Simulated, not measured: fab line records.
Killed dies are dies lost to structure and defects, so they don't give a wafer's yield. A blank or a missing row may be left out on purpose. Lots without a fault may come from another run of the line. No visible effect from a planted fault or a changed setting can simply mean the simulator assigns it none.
fab line records | flow n5-finfet | part 1 of 2: steps 1 to 4 of 6
record: lots: 24 wafers: 72 last-day: 18
route steps=1938 shown BEOL_M8@1370 BEOL_M9@1402
lots that met no fault: taken from a fault-free run of the same line
start-h: hours from the record's opening day to when the first of the lot's shown wafers began | wait-h: hours since the lot's step before | " identical to the entry in the row above | L1.1+2: a single row standing in for several wafers | - no value present, or no start provided | * or withheld: withheld | < > ~ a bound
route shown NAME@n: names a module that has steps shown in the file, with the first one's number in the route | usual: mean and standard deviation over wafers with no fault | same: alike in all rows | chamber/n: place in a boat | sites: readings site by site | _std_site: the standard deviation of these | _edge_site: inner sites' mean taken away from outer sites' mean | radius-mm: for every site, how far away it sits from the centre of the wafer | mask NAME#n: copy n | behind: the last tool/chamber to shape the wafer | hold: the reason the lot was held/the length of the hold in hours/how it ended | device: the transistor (n, p or np) that didn't switch | end of line: the same wafers' tests at the end of the route | a step given without rows: its recipe and nothing more | killed: count of dies lost to structure and defects at first sort (not the wafer's yield) | map: the dies of a wafer, with x for killed, . for not killed, _ for no die there
set.NAME: the setting the step ran with; set.NAME@STEP: the setting that earlier step ran with | model.NAME: the simulator's own value behind a step, which no gauge read
one table for each step of the route and one row for each wafer, over a sample of lots
services: from which hour (start-h, from the record's first day; less than 0 if before it) a tool's chamber was out of use, for how many hours, and why
== steps ==
step: N5_BEOL_M8_ETCH_65
recipe: chemistry: CF4 target: SiARC target-depth-a: 156 mask-material: CAR-EUV time-s: 26 ion-energy-ev: 80 pressure-mtorr: 40 source-w: 545 bias-w: 36 Ar_flow_sccm: 100 cf4-flow-sccm: 100 ends: cleared
usual: drypump-motor-current-A: 5.6/0.51 etch-rf-on-time-s: 26.5/0.67 oes-product-au: 0.66/0.046 rf-vpp-V: 183.8/1.2 showerhead-plenum-p-Torr: 2.13/0.055 throttle-valve-pct: 15.64/0.21
columns lot.wafer tool chamber start-h wait-h drypump-motor-current-A etch-rf-on-time-s oes-product-au rf-hours-counter-h rf-vpp-V showerhead-plenum-p-Torr throttle-valve-pct
L074.4 rie-diel-06 3 212.08 0.0 6.6 25.7 0.68 102 184.6 2.16 15.72
L074.5 " 0 " " 6.2 25.9 0.73 - 183.7 2.10 15.66
L074.6 " 1 " " 4.8 26.4 0.62 - 183.2 2.04 15.75
L075.2 rie-diel-02 0 218.22 0.0 5.4 26.8 0.61 167 183.8 2.14 15.86
L075.4 " 1 " " 5.1 26.9 0.71 51 183.1 2.10 15.63
L075.6 " 0 " " 5.4 26.9 0.61 - 183.9 2.14 15.86
L077.1 rie-diel-06 2 219.18 0.0 5.4 28.0 0.67 108 182.7 2.09 15.67
L077.2 " 0 " " 6.2 26.2 0.72 49 184.8 2.10 15.67
L077.5 " 1 " " 4.8 26.8 0.62 - 182.4 2.04 15.74
L076.2 rie-diel-03 1 222.77 0.0 6.1 26.7 0.74 56 183.6 2.19 15.40
L076.3 " 0 " " 5.5 26.0 0.69 87 185.2 2.24 15.11
L076.5 " 1 " " 6.1 26.6 0.74 - 184.9 2.19 15.42
L079.3 rie-diel-06 0 248.66 0.0 6.2 26.5 0.71 60 182.9 2.10 15.71
L079.4 " 3 " " 6.6 26.1 0.66 113 184.8 2.16 15.74
L079.5 " 2 " " 5.4 27.9 0.65 - 181.9 2.08 15.68
L078.2 rie-diel-03 3 249.02 0.0 6.0 25.3 0.63 156 184.5 2.13 15.39
L078.5 " 0 " " 5.5 25.7 0.69 - 184.8 2.23 15.12
L078.6 " 3 " " 6.0 25.4 0.63 - 185.1 2.13 15.39
L082.1 rie-diel-02 1 261.88 0.0 5.0 27.0 0.69 68 184.1 2.09 15.65
L082.3 " 2 " " 5.1 25.5 0.74 57 183.8 2.08 15.72
L082.5 " 1 " " 5.0 27.1 0.69 - 182.2 2.09 15.66
L080.2 rie-diel-02 1 262.41 0.0 5.1 27.4 0.68 68 181.9 2.09 15.66
L080.5 " 0 " " 5.4 27.2 0.60 - 183.8 2.14 15.90
L080.6 " 3 " " 5.4 26.3 0.63 - 186.9 2.22 15.73
L081.2 rie-diel-06 3 262.79 0.0 6.6 25.9 0.66 118 183.7 2.16 15.74
L081.4 " 0 " " 6.2 26.2 0.71 65 182.8 2.10 15.71
L081.5 " 1 " " 4.9 26.3 0.61 - 184.5 2.04 15.78
L085.1 rie-diel-02 0 271.28 0.0 5.4 27.3 0.59 187 184.7 2.14 15.90
L085.2 " 1 " " 5.0 27.7 0.67 71 183.5 2.09 15.68
L085.6 " 1 " " 5.0 27.4 0.68 - 184.2 2.09 15.68
L083.1 rie-diel-02 2 276.98 0.0 5.2 25.6 0.73 63 184.0 2.08 15.72
L083.3 " 3 " " 5.4 26.7 0.63 180 187.4 2.21 15.77
L083.4 " 0 " " 5.4 27.1 0.60 189 182.8 2.14 15.92
L087.3 rie-diel-02 2 281.27 0.0 5.1 25.5 0.72 65 181.7 2.08 15.72
L087.4 " 1 " " 5.1 27.1 0.68 76 182.9 2.09 15.67
L087.5 " 2 " " 5.1 25.6 0.73 - 181.7 2.08 15.72
L084.2 rie-diel-03 0 281.31 0.0 5.5 26.0 0.68 107 184.4 2.23 15.13
L084.4 " 1 " " 6.1 27.2 0.71 76 184.2 2.18 15.44
L084.6 " 1 " " 6.1 27.1 0.71 - 184.9 2.18 15.45
L086.3 rie-diel-06 3 282.75 0.0 6.6 26.1 0.65 124 184.5 2.15 15.76
L086.4 " 1 " " 4.8 26.3 0.61 - 184.2 2.04 15.81
L086.5 " 0 " " 6.2 26.1 0.71 - 184.1 2.09 15.72
L088.2 rie-diel-03 2 292.40 0.0 5.6 26.3 0.69 69 183.6 2.17 15.29
L088.4 " 1 " " 6.2 27.1 0.70 80 182.8 2.18 15.46
L088.5 " 1 " " 6.2 27.3 0.71 - 183.5 2.18 15.45
L089.2 rie-diel-02 0 298.44 0.0 5.4 27.2 0.58 197 183.5 2.13 15.91
L089.3 " 2 " " 5.1 25.7 0.72 71 182.1 2.08 15.73
L089.5 " 2 " " 5.1 25.7 0.72 - 183.2 2.08 15.74
L090.3 rie-diel-02 1 313.52 0.0 5.0 27.3 0.66 87 182.7 2.09 15.70
L090.4 " 3 " " 5.4 26.9 0.61 192 184.2 2.21 15.79
L090.5 " 3 " " 5.4 27.0 0.62 - 185.3 2.21 15.79
L092.1 rie-diel-02 2 322.84 0.0 5.1 25.4 0.72 79 182.9 2.08 15.75
L092.2 " 0 " " 5.4 26.7 0.59 205 183.6 2.13 15.94
L092.3 " 3 " " 5.4 26.9 0.61 195 184.6 2.21 15.79
L091.1 rie-diel-06 2 323.18 0.0 5.4 27.3 0.65 143 181.9 2.07 15.72
L091.2 " 3 " " 6.6 25.9 0.65 137 183.5 2.15 15.78
L091.3 " 0 " " 6.2 26.2 0.69 85 181.9 2.09 15.74
L093.2 rie-diel-06 1 332.00 0.0 4.8 26.1 0.60 216 181.1 2.03 15.83
L093.3 " 0 " " 6.2 26.2 0.68 88 184.3 2.09 15.75
L093.4 " 2 " " 5.5 27.6 0.64 146 183.8 2.07 15.73
L094.1 rie-diel-03 0 339.01 0.0 5.5 25.8 0.66 128 185.3 2.22 15.19
L094.5 " 3 " " 6.0 25.7 0.61 - 184.2 2.12 15.46
L094.6 " 2 " " 5.6 26.0 0.68 - 183.3 2.17 15.33
L097.2 rie-diel-06 3 349.61 0.0 6.6 26.0 0.64 145 184.7 2.15 15.82
L097.4 " 2 " " 5.4 27.7 0.64 152 183.5 2.07 15.76
L097.5 " 3 " " 6.6 26.2 0.64 - 184.3 2.15 15.80
L096.1 rie-diel-03 1 354.26 0.0 6.1 27.3 0.68 102 184.9 2.17 15.51
L096.2 " 3 " " 6.0 25.8 0.61 190 183.4 2.12 15.47
L096.4 " 2 " " 5.6 26.0 0.67 91 184.4 2.17 15.33
L095.2 rie-diel-03 1 354.66 0.0 6.1 27.2 0.69 102 185.0 2.17 15.49
L095.3 " 0 " " 5.5 25.7 0.66 133 186.6 2.22 15.18
L095.4 " 3 " " 6.0 25.9 0.61 190 185.2 2.12 15.46
step: N5_BEOL_M8_STRIP_80
recipe: chemistry: N2/H2 time-s: 10 power-w: 450 temp-c: 40 pressure-mtorr: 20 rf-frequency-hz: 6e+07 bias-power-w: 7 n2-flow-sccm: 200 h2-flow-sccm: 200
usual: drypump-motor-current-A: 5.6/0.51 h2-flow-sccm: 200.0/0.58 oes-product-au: 0.78/0.052 rf-vpp-V: 59.0/0.87 showerhead-plenum-p-Torr: 2.52/0.073 throttle-valve-pct: 23.6/0.36
columns lot.wafer tool chamber start-h wait-h drypump-motor-current-A h2-flow-sccm oes-product-au rf-hours-counter-h rf-vpp-V showerhead-plenum-p-Torr throttle-valve-pct
L074.4 rie-diel-06 3 - - 6.6 199.7 0.78 102 58.5 2.57 24.1
L074.5 " 0 " " 6.2 199.4 0.86 - 60.1 2.47 23.5
L074.6 " 1 " " 4.8 200.6 0.73 - 57.9 2.41 23.6
L075.2 rie-diel-02 0 - - 5.4 200.4 0.71 167 58.5 2.53 23.9
L075.4 " 1 " " 5.0 199.3 0.84 52 58.6 2.48 23.7
L075.6 " 0 " " 5.4 200.1 0.72 - 60.1 2.53 23.8
L077.1 rie-diel-06 2 - - 5.4 200.2 0.78 108 59.2 2.45 23.4
L077.2 " 0 " " 6.2 200.1 0.86 49 57.8 2.47 23.6
L077.5 " 1 " " 4.9 199.9 0.72 - 58.8 2.41 23.6
L076.2 rie-diel-03 1 - - 6.2 199.2 0.87 56 59.8 2.58 23.4
L076.3 " 0 " " 5.5 200.0 0.81 87 59.3 2.67 22.9
L076.5 " 1 " " 6.1 200.0 0.88 - 60.1 2.58 23.4
L079.3 rie-diel-06 0 - - 6.3 199.0 0.83 60 60.8 2.47 23.6
L079.4 " 3 " " 6.6 199.9 0.77 113 58.8 2.56 24.1
L079.5 " 2 " " 5.4 201.0 0.79 - 58.1 2.44 23.4
L078.2 rie-diel-03 3 - - 6.0 200.2 0.75 156 59.4 2.53 23.7
L078.5 " 0 " " 5.5 199.6 0.80 - 58.3 2.67 22.9
L078.6 " 3 " " 6.0 199.5 0.74 - 60.4 2.53 23.7
L082.1 rie-diel-02 1 - - 5.0 201.6 0.82 68 59.3 2.47 23.8
L082.3 " 2 " " 5.1 199.3 0.86 57 59.0 2.48 24.3
L082.5 " 1 " " 5.1 201.5 0.82 - 59.7 2.47 23.8
L080.2 rie-diel-02 1 - - 5.1 200.1 0.82 68 59.3 2.47 23.7
L080.5 " 0 " " 5.4 200.1 0.70 - 58.0 2.52 23.9
L080.6 " 3 " " 5.4 200.4 0.76 - 59.6 2.63 23.5
L081.2 rie-diel-06 3 - - 6.6 200.5 0.77 118 60.3 2.56 24.1
L081.4 " 0 " " 6.2 199.4 0.83 65 59.2 2.47 23.6
L081.5 " 1 " " 4.9 200.0 0.71 - 57.4 2.40 23.6
L085.1 rie-diel-02 0 - - 5.4 200.2 0.69 187 58.5 2.52 23.9
L085.2 " 1 " " 5.0 199.9 0.82 72 60.7 2.47 23.7
L085.6 " 1 " " 5.1 200.8 0.82 - 59.4 2.47 23.8
L083.1 rie-diel-02 2 - - 5.2 200.2 0.84 63 57.4 2.48 24.3
L083.3 " 3 " " 5.4 199.9 0.75 180 59.9 2.63 23.5
L083.4 " 0 " " 5.4 200.0 0.71 189 59.1 2.52 23.9
L087.3 rie-diel-02 2 - - 5.1 200.8 0.84 65 59.7 2.48 24.2
L087.4 " 1 " " 5.0 199.7 0.82 77 58.0 2.47 23.8
L087.5 " 2 " " 5.1 200.4 0.85 - 59.3 2.48 24.3
L084.2 rie-diel-03 0 - - 5.5 199.2 0.80 107 60.3 2.66 23.0
L084.4 " 1 " " 6.1 200.3 0.84 76 59.2 2.57 23.4
L084.6 " 1 " " 6.1 200.1 0.85 - 59.4 2.57 23.4
L086.3 rie-diel-06 3 - - 6.6 200.2 0.76 125 60.1 2.56 24.1
L086.4 " 1 " " 4.8 200.3 0.72 - 58.9 2.40 23.6
L086.5 " 0 " " 6.2 200.7 0.83 - 58.4 2.46 23.6
L088.2 rie-diel-03 2 - - 5.6 199.1 0.82 69 58.1 2.56 23.0
L088.4 " 1 " " 6.1 200.8 0.85 80 58.7 2.57 23.4
L088.5 " 1 " " 6.1 200.6 0.84 - 59.1 2.57 23.4
L089.2 rie-diel-02 0 - - 5.4 200.0 0.69 197 59.4 2.52 23.9
L089.3 " 2 " " 5.2 199.9 0.83 71 61.1 2.47 24.3
L089.5 " 2 " " 5.1 199.4 0.83 - 58.7 2.47 24.3
L090.3 rie-diel-02 1 - - 5.1 200.7 0.79 87 58.2 2.46 23.8
L090.4 " 3 " " 5.4 200.2 0.73 192 59.5 2.63 23.5
L090.5 " 3 " " 5.4 200.0 0.73 - 59.4 2.63 23.5
L092.1 rie-diel-02 2 - - 5.1 200.6 0.82 79 59.6 2.47 24.3
L092.2 " 0 " " 5.4 199.8 0.69 205 58.1 2.51 23.9
L092.3 " 3 " " 5.4 199.7 0.72 195 58.3 2.62 23.5
L091.1 rie-diel-06 2 - - 5.5 200.0 0.76 143 57.9 2.43 23.4
L091.2 " 3 " " 6.6 200.0 0.75 137 59.2 2.55 24.1
L091.3 " 0 " " 6.2 198.9 0.80 85 59.0 2.46 23.6
L093.2 rie-diel-06 1 - - 4.9 200.7 0.70 216 60.0 2.39 23.7
L093.3 " 0 " " 6.2 199.7 0.81 88 58.9 2.46 23.6
L093.4 " 2 " " 5.4 199.5 0.75 146 58.8 2.43 23.4
L094.1 rie-diel-03 0 - - 5.4 200.4 0.78 129 60.1 2.65 23.0
L094.5 " 3 " " 6.0 199.4 0.72 - 58.9 2.52 23.8
L094.6 " 2 " " 5.6 199.3 0.80 - 59.5 2.55 23.0
L097.2 rie-diel-06 3 - - 6.6 200.6 0.74 145 59.4 2.55 24.1
L097.4 " 2 " " 5.4 199.9 0.76 152 59.5 2.43 23.4
L097.5 " 3 " " 6.6 200.4 0.74 - 58.4 2.55 24.1
L096.1 rie-diel-03 1 - - 6.1 199.8 0.81 102 58.6 2.56 23.4
L096.2 " 3 " " 6.0 200.1 0.71 190 58.9 2.51 23.8
L096.4 " 2 " " 5.6 200.9 0.80 91 59.2 2.55 23.0
L095.2 rie-diel-03 1 - - 6.1 199.1 0.80 102 58.2 2.56 23.4
L095.3 " 0 " " 5.5 201.0 0.76 134 60.9 2.65 23.0
L095.4 " 3 " " 6.0 201.4 0.71 191 59.5 2.51 23.8
step: N5_BEOL_M8_CURE_75
recipe: temp-c: 370 time-s: 120 ambient: DMADMS/He material: SiCOH_lowk
usual: lamp-power-pct: 52.31/0.056 wafer_temp_C_max: 371.4/0.57
columns lot.wafer tool chamber start-h wait-h lamp-power-pct wafer_temp_C_max
L074.4 uv-cure-02 1 212.86 0.2 52.35 371.3
L074.5 " 1 " " 52.33 371.3
L074.6 " 1 " " 52.37 370.7
L075.2 uv-cure-03 0 218.90 0.1 52.28 371.0
L075.4 " 0 " " 52.29 370.9
L075.6 " 0 " " 52.41 371.3
L077.1 uv-cure-02 2 219.84 0.1 52.30 372.3
L077.2 " 2 " " 52.27 372.8
L077.5 " 2 " " 52.29 372.1
L076.2 uv-cure-01 0 223.39 0.1 52.39 371.3
L076.3 " 0 " " 52.32 371.1
L076.5 " 0 " " 52.30 371.2
L079.3 uv-cure-03 2 249.33 0.1 52.25 371.7
L079.4 " 2 " " 52.33 371.3
L079.5 " 2 " " 52.24 371.5
L078.2 uv-cure-03 2 249.65 0.1 52.28 371.2
L078.5 " 2 " " 52.27 371.2
L078.6 " 2 " " 52.38 371.4
L082.1 uv-cure-03 2 262.46 0.0 52.35 371.1
L082.3 " 2 " " 52.40 371.1
L082.5 " 2 " " 52.33 371.2
L080.2 uv-cure-01 0 263.04 0.1 52.29 370.9
L080.5 " 0 " " 52.35 371.4
L080.6 " 0 " " 52.27 371.4
L081.2 uv-cure-02 1 263.41 0.1 52.21 370.8
L081.4 " 1 " " 52.38 370.7
L081.5 " 1 " " 52.36 370.6
L085.1 uv-cure-03 1 272.08 0.3 52.31 371.7
L085.2 " 1 " " 52.37 371.6
L085.6 " 1 " " 52.24 371.4
L083.1 uv-cure-02 0 277.55 0.0 52.30 372.1
L083.3 " 0 " " 52.36 371.8
L083.4 " 0 " " 52.22 372.6
L087.3 uv-cure-02 1 281.94 0.1 52.35 370.8
L087.4 " 1 " " 52.34 371.2
L087.5 " 1 " " 52.38 370.9
L084.2 uv-cure-02 2 282.19 0.3 52.33 372.4
L084.4 " 2 " " 52.34 371.9
L084.6 " 2 " " 52.28 372.3
L086.3 uv-cure-02 1 283.42 0.1 52.30 371.5
L086.4 " 1 " " 52.24 371.1
L086.5 " 1 " " 52.25 371.2
L088.2 uv-cure-03 0 293.02 0.1 52.33 370.6
L088.4 " 0 " " 52.38 370.9
L088.5 " 0 " " 52.29 370.8
L089.2 uv-cure-03 0 299.12 0.1 52.32 370.9
L089.3 " 0 " " 52.15 370.8
L089.5 " 0 " " 52.28 371.3
L090.3 uv-cure-03 1 314.29 0.2 52.30 371.1
L090.4 " 1 " " 52.33 372.0
L090.5 " 1 " " 52.22 371.3
L092.1 uv-cure-01 0 323.41 0.0 52.20 371.1
L092.2 " 0 " " 52.30 371.4
L092.3 " 0 " " 52.26 371.7
L091.1 uv-cure-03 2 323.75 0.0 52.27 370.9
L091.2 " 2 " " 52.25 371.3
L091.3 " 2 " " 52.26 371.3
L093.2 uv-cure-02 2 332.62 0.1 52.31 372.4
L093.3 " 2 " " 52.31 372.0
L093.4 " 2 " " 52.24 373.3
L094.1 uv-cure-01 0 339.59 0.0 52.34 370.8
L094.5 " 0 " " 52.30 371.1
L094.6 " 0 " " 52.30 370.8
L097.2 uv-cure-02 2 350.23 0.1 52.41 372.0
L097.4 " 2 " " 52.42 372.1
L097.5 " 2 " " 52.33 372.9
L096.1 uv-cure-01 0 354.83 0.0 52.35 371.2
L096.2 " 0 " " 52.36 371.0
L096.4 " 0 " " 52.34 371.0
L095.2 uv-cure-03 0 355.29 0.1 52.35 371.0
L095.3 " 0 " " 52.25 371.1
L095.4 " 0 " " 52.27 371.2
step: N5_BEOL_M8_SPUTTER_48
recipe: material: Cu target-thk-a: 100 temp-c: -20 bias-v: 60 power-w: 26000 chamber-pressure-pa: 0.13 time-s: 1.667
usual: throttle-valve-pct: 29.7/1.2
columns lot.wafer tool chamber start-h wait-h throttle-valve-pct
L074.4 pvd-sputter-02 - 213.97 0.2 28.9
L074.5 " - " " 31.2
L074.6 " - " " 29.0
L075.2 pvd-sputter-02 - 220.47 0.2 27.9
L075.4 " - " " 29.0
L075.6 " - " " 31.1
L077.1 pvd-sputter-01 - 222.68 1.7 28.4
L077.2 " - " " 28.6
L077.5 " - " " 28.5
L076.2 pvd-sputter-03 - 225.10 0.4 30.8
L076.3 " - " " 30.0
L076.5 " - " " 30.6
L079.3 pvd-sputter-03 - 252.50 1.5 30.5
L079.4 " - " " 30.7
L079.5 " - " " 27.7
L078.2 pvd-sputter-02 - 252.73 0.1 28.8
L078.5 " - " " 31.3
L078.6 " - " " 27.9
L082.1 pvd-sputter-01 - 263.46 0.1 31.3
L082.3 " - " " 29.8
L082.5 " - " " 31.1
L080.2 pvd-sputter-01 - 265.86 1.6 28.3
L080.5 " - " " 31.2
L080.6 " - " " 28.1
L081.2 pvd-sputter-01 - 266.18 0.1 29.6
L081.4 " - " " 28.1
L081.5 " - " " 31.0
L085.1 pvd-sputter-02 - 274.37 0.1 29.0
L085.2 " - " " 31.1
L085.6 " - " " 30.8
L083.1 pvd-sputter-03 - 278.99 0.1 30.2
L083.3 " - " " 28.1
L083.4 " - " " 30.7
L087.3 pvd-sputter-01 - 283.22 0.1 31.3
L087.4 " - " " 28.1
L087.5 " - " " 28.1
L084.2 pvd-sputter-02 - 284.31 0.1 30.8
L084.4 " - " " 28.2
L084.6 " - " " 28.1
L086.3 pvd-sputter-02 - 284.81 0.1 28.8
L086.4 " - " " 28.2
L086.5 " - " " 31.4
L088.2 pvd-sputter-01 - 293.98 0.1 30.9
L088.4 " - " " 28.5
L088.5 " - " " 29.8
L089.2 pvd-sputter-03 - 300.37 0.1 30.5
L089.3 " - " " 30.2
L089.5 " - " " 30.8
L090.3 pvd-sputter-03 - 315.71 0.1 30.5
L090.4 " - " " 30.9
L090.5 " - " " 30.2
L092.1 pvd-sputter-03 - 324.84 0.1 30.2
L092.2 " - " " 31.1
L092.3 " - " " 30.3
L091.1 pvd-sputter-03 - 325.48 0.1 29.9
L091.2 " - " " 30.3
L091.3 " - " " 31.0
L093.2 pvd-sputter-02 - 334.90 0.1 30.9
L093.3 " - " " 27.9
L093.4 " - " " 31.1
L094.1 pvd-sputter-02 - 341.50 0.5 30.8
L094.5 " - " " 28.8
L094.6 " - " " 31.4
L097.2 pvd-sputter-01 - 351.27 0.2 30.9
L097.4 " - " " 28.7
L097.5 " - " " 31.1
L096.1 pvd-sputter-03 - 356.24 0.1 30.1
L096.2 " - " " 30.8
L096.4 " - " " 28.2
L095.2 pvd-sputter-02 - 356.80 0.3 28.9
L095.3 " - " " 28.1
L095.4 " - " " 31.1
